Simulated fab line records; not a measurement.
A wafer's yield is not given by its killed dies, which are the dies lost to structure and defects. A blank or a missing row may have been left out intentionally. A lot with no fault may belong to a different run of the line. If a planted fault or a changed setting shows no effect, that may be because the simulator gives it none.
Code-filled problem report in 8D (eight disciplines) form + flow n5-finfet + the parts of the form that need people (team, actions taken, sign-off) are left out

## 1. THE PROBLEM
Mean M11_ILD_THK at N5_BEOL_M11_THK_MEAS_01: 200 nm over 2 wafers in 2 lots; fault-free wafers: 269 nm, standard deviation 3.8. Measured from the usual mean, that is -18 standard deviations.
First seen on wafer L409.5, day 14 07:47, on film-metro-01. The record has a number at this step for 35 wafers belonging to 13 lots. Rule for "out", or "out of limits": more than 4 standard deviations from the usual mean. Any other wafer with a number is counted as sound.

## 2. WHAT THIS IS AND IS NOT
| question                    | is                | is not                                                                                             |
|-----------------------------|-------------------|----------------------------------------------------------------------------------------------------|
| which readings at this step | M11_ILD_THK       | -                                                                                                  |
| which lots                  | L407, L409        | L393, L394, L395, L396, L397, L410, L411, L412, L414, L415, L416                                   |
| which wafers of those lots  | L407.4, L409.5    | L409.2, L409.3                                                                                     |
| read on which gauges        | film-metro-01     | film-metro-02                                                                                      |
| when                        | from day 14 07:47 | up to then (16 sound wafers); but 17 sound wafers of L410, L411, L412, L414, L415, L416 came after |

## 3. THE SUSPECTS, EACH WITH WHAT RULES IT OUT
Counting: any tool at a process step up to the reading remains a suspect provided it ran every lot that is out. Sound lots after the first of them don't rule it out here, since some wafers of a struck lot are sound.
- ruled out: the gauge at N5_BEOL_M11_THK_MEAS_01. All the wafers that are out were read on film-metro-01, but those of them that N5_BEOL_M11_ILD_DEP_00 has rows for are out there too, on other tools.
- pvd-sputter-03 at N5_BEOL_M10_SPUTTER_48 (material Cu, target thk 12 nm, time 2 s): kept. It processed each lot that is out (first: L409, day 14 06:01); up to then, its last sound lot is L397 (day 11 01:04).
- pecvd-03 at N5_BEOL_M11_ILD_DEP_00 (deposits SiCOH lowk from DEMS/porogen, target thk 308.51 nm, time 58 s): kept. It processed each lot that is out (first: L409, day 14 07:10); up to then, its last sound lot is L397 (day 11 02:05). Its own run-length-s readings are out on those wafers.
Remaining after the count are pvd-sputter-03 at N5_BEOL_M10_SPUTTER_48 and pecvd-03 at N5_BEOL_M11_ILD_DEP_00.

## 4. THE CAUSE (what the simulator had put in)
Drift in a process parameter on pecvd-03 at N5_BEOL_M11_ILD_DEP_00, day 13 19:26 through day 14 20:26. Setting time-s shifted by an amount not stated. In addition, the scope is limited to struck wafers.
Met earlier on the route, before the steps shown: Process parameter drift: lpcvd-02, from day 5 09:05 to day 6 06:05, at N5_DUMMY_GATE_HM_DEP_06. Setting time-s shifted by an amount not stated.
After counting, 2 suspects remain, this tool included.

## 5. SEQUENCE OF EFFECTS, ordered by route
One row per reading whose mean, taken over the struck wafers that have a number, lies over 3 standard deviations from the usual. Scope: only readings with a usual standard deviation given in the record; hours: median across lots of the time from each lot's start at the first step in this table that gives one to its start at this step; sigmas: change in usual standard deviations.
| hours | step                    | reading      | usual   | on struck wafers | change | sigmas |
|-------|-------------------------|--------------|---------|------------------|--------|--------|
| 0     | N5_BEOL_M11_ILD_DEP_00  | run-length-s | 100.8 s | 85.2             | -15.6  | -32    |
| 1     | N5_BEOL_M11_THK_MEAS_01 | M11_ILD_THK  | 269 nm  | 200              | -69    | -18    |
The process steps in it:
- N5_BEOL_M11_ILD_DEP_00: deposits SiCOH lowk from DEMS/porogen, target thk 308.51 nm, time 58 s.

## 6. HOW IT WOULD HAVE BEEN CAUGHT EARLIER
12 hours passed between the start of the fault at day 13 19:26 and the first reading out of limits at a measuring or inspecting step in this record, taken at day 14 07:47.
The tool's own readings at N5_BEOL_M11_ILD_DEP_00 were out on every struck wafer that the step has a row for (run-length-s): an alarm limit on them would have fired on the first of those.
Lots out: 2; of these, L407 started N5_BEOL_M11_ILD_DEP_00 on pecvd-03 after day 14 07:47. Putting the tool on hold at that point would have spared it.
